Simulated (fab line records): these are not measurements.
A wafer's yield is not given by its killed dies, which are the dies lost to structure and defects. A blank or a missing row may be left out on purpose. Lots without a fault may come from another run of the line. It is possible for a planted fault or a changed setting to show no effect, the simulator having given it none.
fab line records ; flow nandHarc
record: lots: 13; wafers: 39; lastDay: 33
route steps=1302 shown A_CHANNEL_FILL_D1@507 A_DECK1_JOINT@530
lots with no fault: from the same line, run without faults
startH: hours from the record's first day to the start of the lot's first wafer shown ; waitH: time in hours since the lot's previous step ; " repeats the value in the row above ; L1.1+2: a row that stands for several wafers ; - value missing, or start not given ; * or withheld: withheld ; < > ~ a bound
route shown NAME@n: a module of which the file shows steps, and the number in the route of the first ; usual: mean and standard deviation over wafers with no fault ; same: alike in all rows ; chamber/n: place in a boat ; sites: each site's reading ; _std_site: the values' standard deviation ; _edge_site: mean of outer sites minus mean of inner sites ; radiusMm: how far each site lies from the wafer's centre ; mask NAME#n: copy n ; behind: the last tool/chamber to shape the wafer ; hold: what put the lot on hold/how long, in hours/how the hold closed ; device: the transistor (n, p or np) that didn't switch ; end of line: at the end of the route, the tests of the same wafers ; a step given without rows: its recipe and nothing more ; killed: count of dies lost to structure and defects at first sort (not the wafer's yield) ; map: a wafer's dies, marking killed ones x, the rest . and places with no die _
set.NAME: the run value of the setting; set.NAME@STEP: its run value at that earlier step ; model.NAME: the simulator's own value behind a step, which no gauge read
route steps across a sampled set of lots; one table per step, one row per wafer
services: when a tool's chamber went out of use (startH, in hours from the record's first day, below 0 if earlier), for how many hours, and the reason
== steps ==
step: NHARC_A_CHANNEL_FILL_D1_ALD_25
recipe: targetThkA: 600; pulseTimeS: 10; aldCycles: 600; tempC: 300; material: SiOx
usual: heaterPowerW: 490/69; precursorPulseHeightRel: 1.000/0.021
lot.wafer;tool;chamber;startH;waitH;heaterPowerW;precursorPulseHeightRel;sinceWetCleanH
L448.3;aldHk-02;3;226.38;0.0;389;0.969;42
L448.4;aldHk-02;1;227.61;1.3;523;1.002;43
L448.2;aldHk-02;2;227.61;1.3;483;1.000;44
L449.2;aldHk-03;3;240.70;0.6;446;1.038;20
L449.4;aldHk-03;0;240.70;0.6;479;0.994;21
L449.1;aldHk-03;2;242.55;2.5;500;0.988;22
L450.1;aldHk-02;1;240.80;0.7;542;1.013;56
L450.3;aldHk-02;2;240.80;0.7;499;0.982;57
L450.5;aldHk-02;0;242.64;2.6;525;0.986;-
L451.1;aldHk-03;1;255.00;0.1;610;1.023;34
L451.4;aldHk-03;3;256.24;1.3;447;1.004;35
L451.3;aldHk-03;0;256.24;1.3;492;0.991;36
L453.4;aldHk-02;3;268.75;0.0;401;1.045;84
L453.3;aldHk-02;2;270.62;1.9;484;1.015;86
L453.6;aldHk-02;0;271.86;3.2;524;1.008;-
L452.1;aldHk-03;1;268.75;0.1;598;1.023;48
L452.3;aldHk-03;2;268.75;0.1;501;1.008;49
L452.6;aldHk-03;1;271.25;2.5;594;0.978;-
L455.3;aldHk-02;0;307.04;0.0;518;1.006;123
L455.4;aldHk-02;1;307.04;0.0;535;0.979;123
L455.1;aldHk-02;3;308.87;1.9;402;1.025;124
L456.1;aldHk-03;0;308.27;1.3;474;1.030;87
L456.2;aldHk-03;1;308.27;1.3;604;0.969;88
L456.5;aldHk-03;2;308.27;1.3;501;1.007;-
L457.2;aldHk-03;1;316.26;0.7;611;1.001;95
L457.4;aldHk-03;2;316.26;0.7;494;1.025;96
L457.5;aldHk-03;1;318.72;3.1;630;1.004;-
L458.3;aldHk-03;0;323.25;0.0;490;1.011;102
L458.4;aldHk-03;1;323.25;0.0;611;0.997;103
L458.1;aldHk-03;3;325.09;1.9;454;1.038;104
L459.4;aldHk-02;0;336.01;0.0;525;0.992;152
L459.5;aldHk-02;0;338.46;2.5;532;0.983;-
L459.6;aldHk-02;1;338.46;2.5;541;1.018;-
L460.4;aldHk-03;2;342.59;0.1;497;0.993;122
L460.2;aldHk-03;0;343.82;1.4;499;0.996;123
L460.1;aldHk-03;1;343.82;1.4;625;0.983;124
L468.3;aldHk-02;1;439.46;0.5;536;1.031;77
L468.4;aldHk-02;2;439.46;0.5;489;0.955;78
L468.1;aldHk-02;3;439.46;0.5;376;1.008;78
step: NHARC_A_CHANNEL_FILL_D1_ETCHBACK_08
recipe: targetDepthA: 2200; timeS: 110; c4f8FlowSccm: 20; arFlowSccm: withheld; rfW: 600; biasW: 300; chemistry: C4F8
usual: oesProductAu: 0.96/0.039; rfVppV: 439.8/1.6
lot.wafer;tool;chamber;startH;waitH;oesProductAu;rfHoursCounterH;rfVppV
L448.3;rieDiel-12;0;-;-;0.91;8.8;441.2
L448.4;rieDiel-12;1;-;-;0.96;8.5;438.1
L448.2;rieDiel-12;2;-;-;0.92;7.1;439.8
L450.1;rieDiel-02;1;-;-;0.99;1.0;442.4
L450.3;rieDiel-02;3;-;-;0.99;1.3;440.6
L450.5;rieDiel-02;2;-;-;0.99;-;438.5
L449.1;rieDiel-02;1;-;-;0.99;1.0;441.1
L449.4;rieDiel-02;2;-;-;1.00;1.4;440.1
L449.2;rieDiel-02;0;-;-;1.02;1.0;440.3
L451.3;rieDiel-12;0;-;-;0.92;10.9;438.4
L451.1;rieDiel-12;1;-;-;0.95;10.2;438.8
L451.4;rieDiel-12;2;-;-;0.98;8.9;440.2
L453.4;rieDiel-10;3;-;-;0.98;2.0;437.8
L453.3;rieDiel-10;1;-;-;1.00;2.3;438.6
L453.6;rieDiel-10;3;-;-;0.98;-;438.0
L452.1;rieDiel-10;3;-;-;0.98;2.0;438.5
L452.3;rieDiel-10;0;-;-;1.00;1.2;441.3
L452.6;rieDiel-10;2;-;-;0.99;-;438.0
L455.3;rieDiel-10;2;-;-;1.01;5.0;437.3
L455.4;rieDiel-10;3;-;-;0.98;3.9;438.3
L455.1;rieDiel-10;1;-;-;0.99;5.3;438.6
L456.1;rieDiel-12;1;-;-;1.02;1.8;437.3
L456.2;rieDiel-12;2;-;-;0.98;0.6;440.1
L456.5;rieDiel-12;1;-;-;1.03;-;436.6
L457.2;rieDiel-02;1;-;-;0.89;4.4;442.5
L457.4;rieDiel-02;3;-;-;0.89;4.8;439.9
L457.5;rieDiel-02;1;-;-;0.90;-;442.9
L458.4;rieDiel-02;0;-;-;0.94;5.1;438.8
L458.1;rieDiel-02;1;-;-;0.90;4.9;441.4
L458.3;rieDiel-02;2;-;-;0.91;5.7;439.4
L459.4;rieDiel-02;2;-;-;0.92;6.0;440.2
L459.6;rieDiel-02;3;-;-;0.91;-;441.3
L459.5;rieDiel-02;0;-;-;0.93;-;440.8
L460.4;rieDiel-10;3;-;-;0.97;6.0;439.0
L460.1;rieDiel-10;0;-;-;1.01;5.6;440.4
L460.2;rieDiel-10;1;-;-;0.99;7.5;438.8
L468.3;rieDiel-02;2;-;-;0.99;2.1;439.1
L468.4;rieDiel-02;3;-;-;0.98;2.5;441.9
L468.1;rieDiel-02;1;-;-;0.98;2.1;442.2
step: NHARC_A_DECK1_JOINT_ETCHBACK_00
recipe: targetDepthA: 300; timeS: 17.4; hbrFlowSccm: 150; rfW: 350; icpW: 350; biasW: 60; chemistry: HBr
usual: drypumpMotorCurrentA: 6.1/0.43; oesProductAu: 1.006/0.0095; throttleValvePct: 23.267/0.0085
lot.wafer;tool;chamber;startH;waitH;drypumpMotorCurrentA;oesProductAu;rfHoursCounterH;throttleValvePct
L448.3;rieSi-02;1;248.97;0.1;6.3;0.997;0.8;23.274
L448.2;rieSi-02;2;248.97;0.1;5.9;1.001;0.9;23.259
L448.4;rieSi-02;3;248.97;0.1;6.6;0.995;1.0;23.252
L449.4;rieSi-02;1;262.46;0.1;6.3;1.003;0.8;23.260
L449.1;rieSi-02;2;262.46;0.1;5.9;1.002;1.0;23.284
L449.2;rieSi-02;0;262.46;0.1;5.1;0.996;1.0;23.258
L450.1;rieSi-03;2;262.47;0.1;5.8;1.000;0.2;23.269
L450.3;rieSi-03;3;262.47;0.1;6.2;0.998;0.2;23.267
L450.5;rieSi-03;3;262.47;0.1;6.1;0.991;-;23.291
L451.3;rieSi-03;2;277.61;0.1;5.8;1.004;0.3;23.271
L451.1;rieSi-03;3;277.61;0.1;6.1;1.003;0.3;23.275
L451.4;rieSi-03;0;277.61;0.1;6.4;0.994;0.2;23.280
L453.3;rieSi-02;1;291.32;0.1;6.2;1.021;0;23.264
L453.4;rieSi-02;3;291.32;0.1;6.6;1.002;0;23.274
L453.6;rieSi-02;2;291.32;0.1;5.9;1.022;-;23.268
L452.3;rieSi-05;1;291.35;0.1;5.6;0.998;0.9;23.265
L452.1;rieSi-05;2;291.35;0.1;6.4;1.020;1.2;23.278
L452.6;rieSi-05;0;291.35;0.1;6.5;0.995;-;23.261
L455.1;rieSi-05;2;329.31;0.1;6.4;1.004;0.1;23.260
L455.4;rieSi-05;0;329.31;0.1;6.5;1.012;0.1;23.263
L455.3;rieSi-05;1;329.31;0.1;5.6;0.999;0.1;23.261
L456.1;rieSi-03;1;329.32;0.1;6.2;1.008;0.7;23.265
L456.2;rieSi-03;3;329.32;0.1;6.2;1.006;0.7;23.268
L456.5;rieSi-03;0;329.32;0.1;6.4;1.004;-;23.259
L457.2;rieSi-05;3;338.08;0.1;6.0;1.011;0.2;23.275
L457.4;rieSi-05;2;338.08;0.1;6.3;1.005;0.2;23.274
L457.5;rieSi-05;0;338.08;0.1;6.5;1.012;-;23.258
L458.4;rieSi-02;3;345.90;0.1;6.6;1.003;0.3;23.263
L458.3;rieSi-02;1;345.90;0.1;6.3;1.013;0.3;23.257
L458.1;rieSi-02;2;345.90;0.1;5.9;1.002;0.3;23.268
L459.4;rieSi-03;2;358.67;0.1;5.8;1.013;0.8;23.279
L459.5;rieSi-03;3;358.67;0.1;6.1;0.998;-;23.280
L459.6;rieSi-03;0;358.67;0.1;6.4;1.017;-;23.275
L460.4;rieSi-02;2;365.07;0.1;5.9;1.013;0.4;23.259
L460.2;rieSi-02;3;365.07;0.1;6.6;1.000;0.4;23.253
L460.1;rieSi-02;0;365.07;0.1;5.1;1.018;0.5;23.269
L468.4;rieSi-02;0;465.22;0.1;5.1;1.246;0.0;23.277
L468.1;rieSi-02;1;465.22;0.1;6.3;0.990;0.1;23.248
L468.3;rieSi-02;2;465.22;0.1;5.9;0.994;0.1;23.268
step: NHARC_A_DECK1_JOINT_CMP_02
recipe: material: SiOx
usual: motorCurrentA: 11.6/1.1; retainingRingPressureFrac: 1.000/0.0044
lot.wafer;tool;chamber;startH;waitH;motorCurrentA;retainingRingPressureFrac
L448.2;cmp-02;3;275.24;0.4;10.4;0.995
L448.4;cmp-02;0;275.24;0.4;9.9;0.992
L448.3;cmp-02;1;275.24;0.4;11.7;1.000
L450.3;cmp-02;3;282.18;0.4;10.4;1.004
L450.1;cmp-02;1;282.18;0.4;12.3;1.001
L450.5;cmp-02;3;282.18;0.4;10.5;1.002
L449.2;cmp-01;2;282.18;0.4;11.8;1.008
L449.1;cmp-01;3;282.18;0.4;11.6;1.003
L449.4;cmp-01;1;282.18;0.4;11.6;1.000
L451.4;cmp-01;1;303.95;0.4;11.6;1.000
L451.3;cmp-01;3;303.95;0.4;11.6;1.002
L451.1;cmp-01;0;303.95;0.4;13.0;0.997
L453.3;cmp-02;0;318.11;0.4;9.9;0.996
L453.4;cmp-02;1;318.11;0.4;12.2;1.001
L453.6;cmp-02;3;318.11;0.4;10.2;1.007
L452.1;cmp-01;1;318.14;0.4;11.0;1.007
L452.3;cmp-01;2;318.14;0.4;12.9;0.995
L452.6;cmp-01;0;318.14;0.4;12.7;1.001
L456.2;cmp-02;2;352.75;0.4;12.4;1.001
L456.1;cmp-02;3;352.75;0.4;10.0;1.001
L456.5;cmp-02;3;352.75;0.4;10.3;1.002
L455.4;cmp-03;0;352.80;0.4;10.9;1.006
L455.3;cmp-03;1;352.80;0.4;12.4;0.993
L455.1;cmp-03;2;352.80;0.4;12.5;1.003
L457.4;cmp-01;2;362.67;0.4;12.9;0.993
L457.2;cmp-01;0;362.67;0.4;13.0;1.003
L457.5;cmp-01;1;362.67;0.4;11.5;1.000
L458.4;cmp-01;0;369.26;0.4;12.8;0.993
L458.3;cmp-01;1;369.26;0.4;11.6;1.003
L458.1;cmp-01;2;369.26;0.4;12.5;1.005
L459.4;cmp-03;1;381.51;0.4;12.4;1.000
L459.6;cmp-03;1;381.51;0.4;13.5;1.004
L459.5;cmp-03;2;381.51;0.4;12.3;1.005
L460.1;cmp-01;2;389.61;0.4;12.0;1.006
L460.2;cmp-01;0;389.61;0.4;12.7;1.007
L460.4;cmp-01;1;389.61;0.4;11.0;1.004
L468.3;cmp-03;0;488.18;0.4;11.1;1.000
L468.1;cmp-03;2;488.18;0.4;12.5;0.996
L468.4;cmp-03;3;488.18;0.4;9.3;1.003
== services ==
tool;chamber;startH;hours;kind
aldHk-03;-;212.00;10.0;pm
cmp-01;-;212.52;1.5;repair
rieDiel-02;-;216.70;9.0;pm
rieSi-03;-;221.00;9.0;pm
cmp-02;-;233.90;4.0;pm
rieDiel-10;0;234.53;13.7;repair
cmp-02;-;238.35;1.1;repair
rieDiel-02;3;254.78;8.2;repair
rieSi-02;-;277.00;9.0;pm
cmp-01;-;285.24;4.0;pm
rieDiel-02;3;294.24;3.5;repair
cmp-01;-;319.00;0.9;repair
aldHk-02;-;353.64;10.0;pm
rieDiel-02;3;353.74;5.9;repair
cmp-01;-;383.24;4.0;pm
aldHk-03;-;390.00;10.0;pm
rieDiel-02;-;393.70;9.0;pm
aldHk-03;-;417.23;2.6;repair
cmp-01;-;421.92;0.3;repair
cmp-01;-;423.87;0.8;repair
aldHk-03;-;453.47;0.6;repair
rieSi-02;-;454.00;9.0;pm
rieDiel-02;1;456.65;3.4;repair
cmp-01;-;481.24;4.0;pm
== key ==
firstSign: step: NHARC_A_DECK1_JOINT_ETCHBACK_00; reading: oesProductAu; direction: up; sigmas: 25; usual: 1.006; struck: 1.246
effect none on later readings
metAt NHARC_A_DECK1_JOINT_ETCHBACK_00
struckLots L468
struckWafers L468.4
testerLeftOut L468
notActingAt NHARC_A_CHANNEL_FILL_D1_ALD_25,NHARC_A_CHANNEL_FILL_D1_ETCHBACK_08,NHARC_A_DECK1_JOINT_CMP_02
onsetBetween 365.07 465.22
fault: kind: processParameterDrift; tool: rieSi-02; chamber: 0; onsetH: 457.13; steps: NHARC_A_DECK1_JOINT_ETCHBACK_00; channel: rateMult; offset: 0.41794; shape: step; endH: 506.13
testerLeftOut: of these lots the tester's yield and bins aren't shown, on N5 and GAA mostly nor the transistor test; their killed dies are dies lost to structure and defects alone, not to doping, threshold or leakage, so they don't give the yield
